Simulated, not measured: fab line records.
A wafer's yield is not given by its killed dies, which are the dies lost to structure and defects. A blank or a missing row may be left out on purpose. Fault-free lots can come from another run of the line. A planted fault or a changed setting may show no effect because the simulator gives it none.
Chamber matching	flow nand_harc	NHARC_P_CONTACT_STRIP_28 on rie_diel-13 has 4 sister chambers
The step strips in O2. 14 wafers are shown with their chamber, then 7 later ones without.

## EACH WAFER AND ITS CHAMBER
wafer	chamber	drypump_motor_current_A (A)	showerhead_plenum_p_Torr (Torr)	oes_product_au (a.u.)
L386.2	1	5.7	3.68	1.040
L386.3	3	6.4	3.76	0.990
L386.4	0	6.0	3.70	1.005
L387.1	0	6.1	3.70	1.001
L387.2	3	6.4	3.76	1.004
L387.4	1	5.7	3.68	1.043
L388.2	2	5.6	3.73	0.976
L388.3	1	5.7	3.68	1.027
L388.5	0	6.1	3.70	0.992
L402.2	2	5.6	3.72	0.969
L402.3	1	5.7	3.68	1.030
L402.4	3	6.4	3.75	0.979
L403.1	3	6.4	3.75	0.980
L403.2	1	5.7	3.68	1.024

SIGNATURES (averages over the wafers above)
reading	chamber 0	chamber 1	chamber 2	chamber 3	scatter within a chamber
drypump_motor_current_A	6.067	5.700	5.600	6.400	0.0258
showerhead_plenum_p_Torr	3.7000	3.6800	3.7250	3.7550	0.00387
oes_product_au	0.99933	1.03280	0.97250	0.98825	0.0089
Rule: distance of a wafer from a chamber = root of the sum over the readings of ((wafer's reading minus chamber's mean) / reading's scatter) squared. The wafer belongs to the nearest chamber; if the next one is less than 2 further off, it can't be placed. How the scatter is found: for the shown wafers, subtract from each reading the mean of its chamber, square and add these, divide the total by (wafers less chambers), then take the root.

## WAFERS WITHOUT THEIR CHAMBER
wafer	drypump_motor_current_A (A)	showerhead_plenum_p_Torr (Torr)	oes_product_au (a.u.)
L403.4	5.6	3.72	0.962
L405.1	5.7	3.68	1.029
L405.4	6.0	3.70	0.993
L405.6	5.6	3.68	1.027
L407.3	6.0	3.70	0.999
L407.4	5.7	3.72	0.971
L407.6	6.4	3.75	0.991

## WHICH CHAMBER EACH WENT THROUGH
wafer	from the rows above	in truth
L403.4	2	2
L405.1	1	1
L405.4	0	0
L405.6	1	1
L407.3	0	0
L407.4	2	2
L407.6	3	3
Correct placement for 7 of the 7. Number that these rows cannot place: 0. Placed wrongly: 0.
